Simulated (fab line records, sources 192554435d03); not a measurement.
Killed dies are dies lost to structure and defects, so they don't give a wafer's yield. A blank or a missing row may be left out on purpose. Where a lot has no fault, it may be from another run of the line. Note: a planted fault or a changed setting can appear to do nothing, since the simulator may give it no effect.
Which tool is to blame? / flow n5 finfet / 36 wafers from 12 lots sampled at 6 of the route's 1938 steps

## WHAT THE GAUGES SHOWED, per wafer
N5_BEOL_M0_SAQP_CD_MEAS_25 targets a cd of 13.1 nm.
lot=L076; measured=day 5 22:55; on=cd sem-03; cd nm (nm)=13.05 13.04 12.48
lot=L077; measured=day 6 10:19; on=cd sem-03; cd nm (nm)=12.67 12.88 12.82
lot=L079; measured=day 7 05:38; on=cd sem-03; cd nm (nm)=12.80 12.89 12.75
lot=L081; measured=day 7 12:10; on=cd sem-03; cd nm (nm)=12.99 13.19 13.19
lot=L082; measured=day 7 23:16; on=cd sem-01; cd nm (nm)=12.72 12.74 13.11
lot=L085; measured=day 8 07:38; on=cd sem-03; cd nm (nm)=12.48 12.87 12.82
lot=L087; measured=day 8 18:52; on=cd sem-03; cd nm (nm)=12.60 12.96 12.79
lot=L089; measured=day 9 07:35; on=cd sem-03; cd nm (nm)=13.00 12.77 12.78
lot=L091; measured=day 9 17:46; on=cd sem-02; cd nm (nm)=12.97 12.48 12.96
lot=L093; measured=day 10 12:26; on=cd sem-01; cd nm (nm)=12.97 13.23 13.04
lot=L095; measured=day 11 02:44; on=cd sem-01; cd nm (nm)=12.58 12.77 12.41
lot=L097; measured=day 11 09:31; on=cd sem-03; cd nm (nm)=13.14 12.53 12.35

## WHAT TOOL EACH LOT RAN ON (gives the tool, then ch and the chambers of the sampled wafers, and finally the start)
lot=L076; N5_MOL_CONTACT_COAG_VIA_ETCH_117=rie diel-01 ch 1,2, day 5 15:22; N5_MOL_CONTACT_COAG_STRIP_49=plasma asher-02 ch 0,1, day 5 15:34; N5_MOL_CONTACT_COAG_CVD_140=cvd w-02 ch 0, day 5 15:51; N5_BEOL_M0_SAQP_PECVD_97=pecvd-03 ch 0,1,2, day 5 20:26; N5_BEOL_M0_SAQP_ETCH_84=rie diel-04 ch 0,1,2, day 5 21:23
lot=L077; N5_MOL_CONTACT_COAG_VIA_ETCH_117=rie diel-01 ch 1,2, day 6 00:28; N5_MOL_CONTACT_COAG_STRIP_49=plasma asher-02 ch 0,1, day 6 00:41; N5_MOL_CONTACT_COAG_CVD_140=cvd w-01 ch 0,1, day 6 01:01; N5_BEOL_M0_SAQP_PECVD_97=pecvd-03 ch 0,1,2, day 6 07:16; N5_BEOL_M0_SAQP_ETCH_84=rie diel-03 ch 0,2,3, day 6 08:53
lot=L079; N5_MOL_CONTACT_COAG_VIA_ETCH_117=rie diel-01 ch 2,3, day 6 17:38; N5_MOL_CONTACT_COAG_STRIP_49=plasma asher-02 ch 0,1, day 6 17:50; N5_MOL_CONTACT_COAG_CVD_140=cvd w-02 ch 0,1, day 6 18:07; N5_BEOL_M0_SAQP_PECVD_97=pecvd-02 ch 0,2, day 7 03:22; N5_BEOL_M0_SAQP_ETCH_84=rie diel-03 ch 2,3, day 7 04:10
lot=L081; N5_MOL_CONTACT_COAG_VIA_ETCH_117=rie diel-06 ch 1,2,3, day 7 03:53; N5_MOL_CONTACT_COAG_STRIP_49=plasma asher-01 ch 1, day 7 04:05; N5_MOL_CONTACT_COAG_CVD_140=cvd w-02 ch 0,1, day 7 04:22; N5_BEOL_M0_SAQP_PECVD_97=pecvd-02 ch 0,1,2, day 7 09:53; N5_BEOL_M0_SAQP_ETCH_84=rie diel-04 ch 1,2,3, day 7 10:41
lot=L082; N5_MOL_CONTACT_COAG_VIA_ETCH_117=rie diel-05 ch 0,1,3, day 7 12:40; N5_MOL_CONTACT_COAG_STRIP_49=plasma asher-01 ch 0,1, day 7 12:53; N5_MOL_CONTACT_COAG_CVD_140=cvd w-02 ch 0,1, day 7 13:10; N5_BEOL_M0_SAQP_PECVD_97=pecvd-03 ch 0,1,2, day 7 20:40; N5_BEOL_M0_SAQP_ETCH_84=rie diel-03 ch 0,1,3, day 7 21:32
lot=L085; N5_MOL_CONTACT_COAG_VIA_ETCH_117=rie diel-01 ch 0,1,3, day 7 23:59; N5_MOL_CONTACT_COAG_STRIP_49=plasma asher-02 ch 0,1, day 8 00:11; N5_MOL_CONTACT_COAG_CVD_140=cvd w-01 ch 0, day 8 00:29; N5_BEOL_M0_SAQP_PECVD_97=pecvd-03 ch 0,1, day 8 05:19; N5_BEOL_M0_SAQP_ETCH_84=rie diel-04 ch 1,2, day 8 06:10
lot=L087; N5_MOL_CONTACT_COAG_VIA_ETCH_117=rie diel-06 ch 1,3, day 8 09:17; N5_MOL_CONTACT_COAG_STRIP_49=plasma asher-02 ch 0,1, day 8 09:29; N5_MOL_CONTACT_COAG_CVD_140=cvd w-01 ch 1, day 8 09:47; N5_BEOL_M0_SAQP_PECVD_97=pecvd-03 ch 0,1,2, day 8 15:37; N5_BEOL_M0_SAQP_ETCH_84=rie diel-04 ch 0,2,3, day 8 16:17
lot=L089; N5_MOL_CONTACT_COAG_VIA_ETCH_117=rie diel-06 ch 0,1,2, day 8 23:40; N5_MOL_CONTACT_COAG_STRIP_49=plasma asher-02 ch 0,1, day 8 23:53; N5_MOL_CONTACT_COAG_CVD_140=cvd w-01 ch 0,1, day 9 00:13; N5_BEOL_M0_SAQP_PECVD_97=pecvd-03 ch 0,1,2, day 9 05:11; N5_BEOL_M0_SAQP_ETCH_84=rie diel-02 ch 0,1, day 9 05:58
lot=L091; N5_MOL_CONTACT_COAG_VIA_ETCH_117=rie diel-06 ch 0,2,3, day 9 07:41; N5_MOL_CONTACT_COAG_STRIP_49=plasma asher-02 ch 0,1, day 9 07:53; N5_MOL_CONTACT_COAG_CVD_140=cvd w-02 ch 0,1, day 9 08:10; N5_BEOL_M0_SAQP_PECVD_97=pecvd-01 ch 0,1,2, day 9 15:29; N5_BEOL_M0_SAQP_ETCH_84=rie diel-04 ch 0,2, day 9 16:17
lot=L093; N5_MOL_CONTACT_COAG_VIA_ETCH_117=rie diel-05 ch 1,2,3, day 10 04:31; N5_MOL_CONTACT_COAG_STRIP_49=plasma asher-01 ch 0,1, day 10 04:43; N5_MOL_CONTACT_COAG_CVD_140=cvd w-02 ch 0,1, day 10 05:01; N5_BEOL_M0_SAQP_PECVD_97=pecvd-02 ch 0,1, day 10 09:54; N5_BEOL_M0_SAQP_ETCH_84=rie diel-02 ch 0,1,2, day 10 10:50
lot=L095; N5_MOL_CONTACT_COAG_VIA_ETCH_117=rie diel-05 ch 1,3, day 10 18:34; N5_MOL_CONTACT_COAG_STRIP_49=plasma asher-01 ch 0,1, day 10 18:46; N5_MOL_CONTACT_COAG_CVD_140=cvd w-02 ch 0,1, day 10 19:04; N5_BEOL_M0_SAQP_PECVD_97=pecvd-02 ch 1,2, day 11 00:11; N5_BEOL_M0_SAQP_ETCH_84=rie diel-03 ch 2,3, day 11 01:03
lot=L097; N5_MOL_CONTACT_COAG_VIA_ETCH_117=rie diel-01 ch 1,2,3, day 11 01:14; N5_MOL_CONTACT_COAG_STRIP_49=plasma asher-02 ch 0, day 11 01:27; N5_MOL_CONTACT_COAG_CVD_140=cvd w-02 ch 0,1, day 11 01:44; N5_BEOL_M0_SAQP_PECVD_97=pecvd-03 ch 0,1,2, day 11 07:22; N5_BEOL_M0_SAQP_ETCH_84=rie diel-02 ch 1,2,3, day 11 08:02
- N5_MOL_CONTACT_COAG_VIA_ETCH_117: etches SiO2 in C4F6/O2, target depth 40 nm, overetch 8 nm, time 26 s.
- N5_MOL_CONTACT_COAG_STRIP_49: strips in N2/H2, time 30 s.
- N5_MOL_CONTACT_COAG_CVD_140: deposits W, target thk 66.5 nm, time 215 s.
- N5_BEOL_M0_SAQP_PECVD_97: deposits SiNx from SiH4/NH3/N2, target thk 23 nm, time 19.9 s.
- N5_BEOL_M0_SAQP_ETCH_84: etches SOC in N2/H2, target depth 100 nm, overetch 20 nm, time 150 s.

## THE ANSWER, worked out from the rows above alone
Rule: usual is defined by the lots themselves. Put in order of their means at a reading, lots are off if they are a third of the lots or fewer, leave a main group of 4 or more, and stand apart from it by a gap of 3 or more times the standard deviation of the main group's means; of several such gaps the widest counts. A main group whose means are all the same, to the digits that the tables above print for the reading, isn't used. A lot without any number at a reading at which 4 lots or more have one is off too. All remaining lots with rows at the step are treated as sound.
No lot is off at any reading shown: from this, nothing can be told.

## WHAT THE SIMULATOR PUT IN
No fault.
